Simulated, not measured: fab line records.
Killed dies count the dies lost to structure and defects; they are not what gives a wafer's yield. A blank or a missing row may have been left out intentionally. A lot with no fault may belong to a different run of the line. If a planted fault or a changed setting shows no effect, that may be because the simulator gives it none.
Which of the tools did it? | flow n5Finfet | 72 wafers from 24 lots sampled at 6 of the route's 1938 steps

## WHAT THE GAUGES READ, wafer by wafer
The record holds no reading of a measuring or inspecting step that can be judged against a usual standard deviation.

## WHICH TOOL RAN EACH LOT (tool, then ch and the chambers of the sampled wafers, then the start)
lot  | N5_BEOL_M5_STRIP_36               | N5_BEOL_M5_PRE_CLEAN_45     | N5_BEOL_M5_ANNEAL_49        | N5_BEOL_M5_SPUTTER_83       | N5_BEOL_M5_ANNEAL_89        | N5_BEOL_M6_ILD_DEP_00
L075 | rieDiel-04 ch 1,2, day 7 23:58    | pvdSputter-03, day 8 01:06  | pvdSputter-01, day 8 01:42  | pvdSputter-01, day 8 03:47  | pvdSputter-01, day 8 04:58  | pecvd-01 ch 0,1,2, day 8 07:05
L074 | rieDiel-01 ch 0,1,3, day 8 16:23  | pvdSputter-02, day 8 17:11  | pvdSputter-02, day 8 17:52  | pvdSputter-02, day 8 19:57  | pvdSputter-02, day 8 21:07  | pecvd-01 ch 0,1,2, day 8 23:14
L076 | rieDiel-04 ch 0,1,2, day 8 16:40  | pvdSputter-02, day 8 17:35  | pvdSputter-03, day 8 18:13  | pvdSputter-03, day 8 20:19  | pvdSputter-03, day 8 21:29  | pecvd-01 ch 0,1,2, day 8 23:52
L077 | rieDiel-01 ch 1,2,3, day 8 17:53  | pvdSputter-01, day 8 19:56  | pvdSputter-01, day 8 20:35  | pvdSputter-01, day 8 22:41  | pvdSputter-01, day 8 23:51  | pecvd-02 ch 0,1,2, day 9 02:46
L078 | rieDiel-01 ch 0,1,2, day 9 07:44  | pvdSputter-03, day 9 08:29  | pvdSputter-02, day 9 09:06  | pvdSputter-02, day 9 11:12  | pvdSputter-02, day 9 12:22  | pecvd-01 ch 0,1, day 9 14:29
L079 | rieDiel-04 ch 0,1, day 9 08:14    | pvdSputter-02, day 9 08:59  | pvdSputter-01, day 9 09:46  | pvdSputter-01, day 9 11:52  | pvdSputter-01, day 9 13:02  | pecvd-03 ch 0,1,2, day 9 15:49
L080 | rieDiel-04 ch 0,1,2, day 9 17:00  | pvdSputter-02, day 9 17:54  | pvdSputter-03, day 9 18:40  | pvdSputter-03, day 9 20:46  | pvdSputter-03, day 9 21:55  | pecvd-01 ch 0,1, day 10 00:06
L081 | rieDiel-04 ch 0,2,3, day 9 22:55  | pvdSputter-03, day 10 00:10 | pvdSputter-03, day 10 00:46 | pvdSputter-03, day 10 02:52 | pvdSputter-03, day 10 04:01 | pecvd-01 ch 0,1, day 10 06:26
L082 | rieDiel-03 ch 0,2,3, day 9 23:05  | pvdSputter-03, day 10 00:15 | pvdSputter-01, day 10 00:52 | pvdSputter-01, day 10 02:58 | pvdSputter-01, day 10 04:08 | pecvd-03 ch 0,1,2, day 10 06:30
L083 | rieDiel-04 ch 1,2,3, day 10 04:11 | pvdSputter-02, day 10 05:13 | pvdSputter-02, day 10 05:49 | pvdSputter-02, day 10 07:55 | pvdSputter-02, day 10 09:04 | pecvd-02 ch 0,2, day 10 11:14
L084 | rieDiel-04 ch 2,3, day 10 15:09   | pvdSputter-03, day 10 16:19 | pvdSputter-02, day 10 16:54 | pvdSputter-02, day 10 18:59 | pvdSputter-02, day 10 20:10 | pecvd-02 ch 0,1,2, day 10 22:58
L085 | rieDiel-04 ch 1,3, day 10 21:31   | pvdSputter-02, day 10 22:47 | pvdSputter-02, day 10 23:26 | pvdSputter-02, day 11 01:31 | pvdSputter-02, day 11 02:41 | pecvd-03 ch 0,1,2, day 11 04:57
L086 | rieDiel-01 ch 1,3, day 11 05:53   | pvdSputter-02, day 11 06:50 | pvdSputter-02, day 11 07:38 | pvdSputter-02, day 11 09:44 | pvdSputter-02, day 11 10:54 | pecvd-03 ch 0,2, day 11 13:07
L087 | rieDiel-03 ch 1,2, day 12 03:20   | pvdSputter-03, day 12 04:09 | pvdSputter-01, day 12 04:55 | pvdSputter-01, day 12 07:01 | pvdSputter-01, day 12 08:10 | pecvd-01 ch 0,1, day 12 10:22
L088 | rieDiel-01 ch 2,3, day 12 06:29   | pvdSputter-02, day 12 08:34 | pvdSputter-01, day 12 09:20 | pvdSputter-01, day 12 11:26 | pvdSputter-01, day 12 12:36 | pecvd-03 ch 0,2, day 12 14:59
L089 | rieDiel-01 ch 1,2, day 12 09:13   | pvdSputter-03, day 12 10:34 | pvdSputter-03, day 12 11:23 | pvdSputter-03, day 12 13:29 | pvdSputter-03, day 12 14:39 | pecvd-01 ch 0,2, day 12 16:49
L090 | rieDiel-03 ch 0,1,2, day 12 10:14 | pvdSputter-02, day 12 12:52 | pvdSputter-02, day 12 13:49 | pvdSputter-02, day 12 15:54 | pvdSputter-02, day 12 17:04 | pecvd-03 ch 0,1, day 12 19:13
L091 | rieDiel-04 ch 2,3, day 12 13:14   | pvdSputter-01, day 12 14:28 | pvdSputter-03, day 12 16:11 | pvdSputter-03, day 12 18:17 | pvdSputter-03, day 12 19:27 | pecvd-01 ch 0,2, day 12 21:45
L093 | rieDiel-03 ch 0,1,3, day 13 03:07 | pvdSputter-03, day 13 04:07 | pvdSputter-03, day 13 04:46 | pvdSputter-03, day 13 06:52 | pvdSputter-03, day 13 08:01 | pecvd-01 ch 0,1,2, day 13 10:12
L094 | rieDiel-01 ch 0,2,3, day 13 06:07 | pvdSputter-01, day 13 06:53 | pvdSputter-01, day 13 07:28 | pvdSputter-01, day 13 09:33 | pvdSputter-01, day 13 10:43 | pecvd-01 ch 0,1, day 13 12:55
L092 | rieDiel-03 ch 0,2,3, day 13 06:25 | pvdSputter-01, day 13 07:11 | pvdSputter-03, day 13 09:11 | pvdSputter-03, day 13 11:17 | pvdSputter-03, day 13 12:27 | pecvd-01 ch 0,1,2, day 13 14:43
L095 | rieDiel-03 ch 0,1,2, day 13 11:55 | pvdSputter-03, day 13 13:47 | pvdSputter-03, day 13 14:35 | pvdSputter-03, day 13 16:40 | pvdSputter-03, day 13 17:50 | pecvd-02 ch 0,1,2, day 13 19:58
L096 | rieDiel-04 ch 0,1, day 13 21:43   | pvdSputter-02, day 13 23:22 | pvdSputter-01, day 14 00:08 | pvdSputter-01, day 14 02:14 | pvdSputter-01, day 14 03:24 | pecvd-02 ch 0,1, day 14 05:47
L097 | rieDiel-01 ch 1,2,3, day 14 02:44 | pvdSputter-03, day 14 04:04 | pvdSputter-03, day 14 04:47 | pvdSputter-03, day 14 06:53 | pvdSputter-03, day 14 08:03 | pecvd-01 ch 0,2, day 14 10:34
- N5_BEOL_M5_STRIP_36: strips in N2/H2.
- N5_BEOL_M5_PRE_CLEAN_45: time 30 s.
- N5_BEOL_M5_ANNEAL_49: time 1800 s.
- N5_BEOL_M5_SPUTTER_83: material Cu, target thk 15 nm, time 27.62 s.
- N5_BEOL_M5_ANNEAL_89: time 1800 s.
- N5_BEOL_M6_ILD_DEP_00: deposits SiCOH lowk from DEMS/porogen, target thk 179.75 nm, time 33.4 s.

## AS READ BY THE TOOLS THEMSELVES (means over the sampled wafers that have a number; for cases with no such wafer, the mark the record gives instead)
N5_BEOL_M5_STRIP_36.
lot  | tool       | drypumpMotorCurrentA (A) | oesProductAu (a.u.) | powerW (W) | rfVppV (V) | showerheadPlenumPTorr (Torr) | throttleValvePct (%)
L075 | rieDiel-04 | 6.1                      | 0.85                | 451.3      | 59.3       | 2.50                         | 23.20
L074 | rieDiel-01 | 5.5                      | 0.85                | 449.6      | 60.9       | 2.55                         | 23.47
L076 | rieDiel-04 | 5.9                      | 0.78                | 448.8      | 57.9       | 2.47                         | 23.50
L077 | rieDiel-01 | 5.5                      | 0.78                | 448.8      | 59.9       | 2.52                         | 23.49
L078 | rieDiel-01 | 5.3                      | 0.83                | 450.7      | 59.6       | 2.47                         | 23.42
L079 | rieDiel-04 | 5.8                      | 0.71                | 450.4      | 57.9       | 2.44                         | 23.81
L080 | rieDiel-04 | 5.9                      | 0.77                | 449.2      | 59.4       | 2.47                         | 23.50
L081 | rieDiel-04 | 5.7                      | 0.74                | 449.6      | 58.5       | 2.49                         | 23.50
L082 | rieDiel-03 | 5.6                      | 0.76                | 451.1      | 59.7       | 2.54                         | 23.45
L083 | rieDiel-04 | 5.7                      | 0.77                | 449.5      | 57.9       | 2.44                         | 23.28
L084 | rieDiel-04 | 5.5                      | 0.74                | 449.9      | 59.5       | 2.46                         | 23.27
L085 | rieDiel-04 | 5.5                      | 0.72                | 450.4      | 58.6       | 2.35                         | 23.31
L086 | rieDiel-01 | 5.7                      | 0.80                | 450.2      | 59.7       | 2.53                         | 23.52
L087 | rieDiel-03 | 5.9                      | 0.90                | 450.3      | 58.1       | 2.59                         | 23.72
L088 | rieDiel-01 | 5.3                      | 0.74                | 451.1      | 58.7       | 2.49                         | 23.52
L089 | rieDiel-01 | 5.4                      | 0.77                | 449.1      | 59.8       | 2.44                         | 23.47
L090 | rieDiel-03 | 5.9                      | 0.91                | 449.5      | 60.4       | 2.55                         | 23.41
L091 | rieDiel-04 | 5.9                      | 0.79                | 449.2      | 59.2       | 2.51                         | 23.25
L093 | rieDiel-03 | 6.0                      | 0.94                | 449.8      | 58.5       | 2.52                         | 23.58
L094 | rieDiel-01 | 5.2                      | 0.79                | 450.2      | 57.3       | 2.52                         | 23.49
L092 | rieDiel-03 | 5.6                      | 0.92                | 449.5      | 59.6       | 2.52                         | 23.37
L095 | rieDiel-03 | 5.8                      | 0.89                | 450.4      | 59.4       | 2.55                         | 23.41
L096 | rieDiel-04 | 5.8                      | 0.86                | 451.2      | 58.5       | 2.43                         | 23.66
L097 | rieDiel-01 | 5.5                      | 0.75                | 451.0      | 61.1       | 2.50                         | 23.55

N5_BEOL_M5_PRE_CLEAN_45.
lot  | tool          | heaterPowerW (W)
L075 | pvdSputter-03 | 346
L074 | pvdSputter-02 | 352
L076 | pvdSputter-02 | 348
L077 | pvdSputter-01 | 339
L078 | pvdSputter-03 | 352
L079 | pvdSputter-02 | 353
L080 | pvdSputter-02 | 347
L081 | pvdSputter-03 | 350
L082 | pvdSputter-03 | 365
L083 | pvdSputter-02 | 349
L084 | pvdSputter-03 | 336
L085 | pvdSputter-02 | 351
L086 | pvdSputter-02 | 342
L087 | pvdSputter-03 | 332
L088 | pvdSputter-02 | 350
L089 | pvdSputter-03 | 351
L090 | pvdSputter-02 | 347
L091 | pvdSputter-01 | 353
L093 | pvdSputter-03 | 346
L094 | pvdSputter-01 | 351
L092 | pvdSputter-01 | 365
L095 | pvdSputter-03 | 361
L096 | pvdSputter-02 | 354
L097 | pvdSputter-03 | 341

N5_BEOL_M5_ANNEAL_49.
lot  | tool          | heaterPowerW (W)
L075 | pvdSputter-01 | 873
L074 | pvdSputter-02 | 838
L076 | pvdSputter-03 | 873
L077 | pvdSputter-01 | 875
L078 | pvdSputter-02 | 862
L079 | pvdSputter-01 | 824
L080 | pvdSputter-03 | 859
L081 | pvdSputter-03 | 860
L082 | pvdSputter-01 | 869
L083 | pvdSputter-02 | 877
L084 | pvdSputter-02 | 853
L085 | pvdSputter-02 | 870
L086 | pvdSputter-02 | 864
L087 | pvdSputter-01 | 891
L088 | pvdSputter-01 | 844
L089 | pvdSputter-03 | 871
L090 | pvdSputter-02 | 865
L091 | pvdSputter-03 | 851
L093 | pvdSputter-03 | 867
L094 | pvdSputter-01 | 866
L092 | pvdSputter-03 | 877
L095 | pvdSputter-03 | 876
L096 | pvdSputter-01 | 836
L097 | pvdSputter-03 | 843

N5_BEOL_M5_SPUTTER_83.
lot  | tool          | throttleValvePct (%)
L075 | pvdSputter-01 | 31.4
L074 | pvdSputter-02 | 29.8
L076 | pvdSputter-03 | 30.1
L077 | pvdSputter-01 | 30.7
L078 | pvdSputter-02 | 29.4
L079 | pvdSputter-01 | 30.9
L080 | pvdSputter-03 | 29.8
L081 | pvdSputter-03 | 28.8
L082 | pvdSputter-01 | 29.8
L083 | pvdSputter-02 | 29.4
L084 | pvdSputter-02 | 29.2
L085 | pvdSputter-02 | 29.4
L086 | pvdSputter-02 | 29.2
L087 | pvdSputter-01 | 29.8
L088 | pvdSputter-01 | 30.9
L089 | pvdSputter-03 | 29.1
L090 | pvdSputter-02 | 29.7
L091 | pvdSputter-03 | 30.2
L093 | pvdSputter-03 | 30.0
L094 | pvdSputter-01 | 30.3
L092 | pvdSputter-03 | 29.5
L095 | pvdSputter-03 | 30.1
L096 | pvdSputter-01 | 31.0
L097 | pvdSputter-03 | 29.7

N5_BEOL_M5_ANNEAL_89.
lot  | tool          | heaterPowerW (W)
L075 | pvdSputter-01 | 869
L074 | pvdSputter-02 | 840
L076 | pvdSputter-03 | 862
L077 | pvdSputter-01 | 886
L078 | pvdSputter-02 | 852
L079 | pvdSputter-01 | 832
L080 | pvdSputter-03 | 865
L081 | pvdSputter-03 | 861
L082 | pvdSputter-01 | 876
L083 | pvdSputter-02 | 863
L084 | pvdSputter-02 | 869
L085 | pvdSputter-02 | 866
L086 | pvdSputter-02 | 860
L087 | pvdSputter-01 | 875
L088 | pvdSputter-01 | 850
L089 | pvdSputter-03 | 878
L090 | pvdSputter-02 | 863
L091 | pvdSputter-03 | 864
L093 | pvdSputter-03 | 863
L094 | pvdSputter-01 | 872
L092 | pvdSputter-03 | 879
L095 | pvdSputter-03 | 862
L096 | pvdSputter-01 | 846
L097 | pvdSputter-03 | 847

N5_BEOL_M6_ILD_DEP_00.
lot  | tool     | heaterPowerW (W) | showerheadPlenumPTorr (Torr) | throttleValvePct (%)
L075 | pecvd-01 | 305              | 5.740                        | 14.5
L074 | pecvd-01 | 322              | 5.743                        | 14.4
L076 | pecvd-01 | 317              | 5.749                        | 14.4
L077 | pecvd-02 | 261              | 5.730                        | 13.3
L078 | pecvd-01 | 341              | 5.742                        | 14.2
L079 | pecvd-03 | 286              | 5.754                        | 13.7
L080 | pecvd-01 | 349              | 5.741                        | 14.0
L081 | pecvd-01 | 327              | 5.742                        | 14.1
L082 | pecvd-03 | 316              | 5.766                        | 13.7
L083 | pecvd-02 | 249              | 5.741                        | 13.5
L084 | pecvd-02 | 256              | 5.726                        | 13.3
L085 | pecvd-03 | 305              | 5.765                        | 13.7
L086 | pecvd-03 | 299              | 5.769                        | 13.5
L087 | pecvd-01 | 336              | 5.733                        | 14.0
L088 | pecvd-03 | 296              | 5.781                        | 13.5
L089 | pecvd-01 | 314              | 5.745                        | 13.5
L090 | pecvd-03 | 297              | 5.767                        | 13.6
L091 | pecvd-01 | 321              | 5.750                        | 13.7
L093 | pecvd-01 | 299              | 5.739                        | 13.8
L094 | pecvd-01 | 350              | 5.734                        | 14.4
L092 | pecvd-01 | 333              | 5.748                        | 14.0
L095 | pecvd-02 | 262              | 5.728                        | 13.4
L096 | pecvd-02 | 257              | 5.718                        | 13.7
L097 | pecvd-01 | 285              | 5.739                        | 13.6

## THE ANSWER, worked out from the rows above alone
Rule: usual is defined by the lots themselves. The widest of any qualifying gaps counts: lots, ordered by their means at a reading, are off when they make up no more than a third of the lots, leave a main group of 4 or more, and stand apart from it by 3 or more times the standard deviation of that group's means. A main group is skipped when, at the precision printed for the reading in the tables above, its means are all equal. Also off: a lot with no number at a reading for which 4 or more lots have one. All remaining lots with rows at the step are treated as sound. Order of review: gauges by route order, followed by the tools' own readings, for which a lot's mean as printed above is used. At the first step where some lot is off, the reading lying furthest off is the one used; lots without a number count as furthest.
Across all readings shown, no lot is off: no conclusion can be drawn from this.

## WHAT THE SIMULATOR HAD INSERTED
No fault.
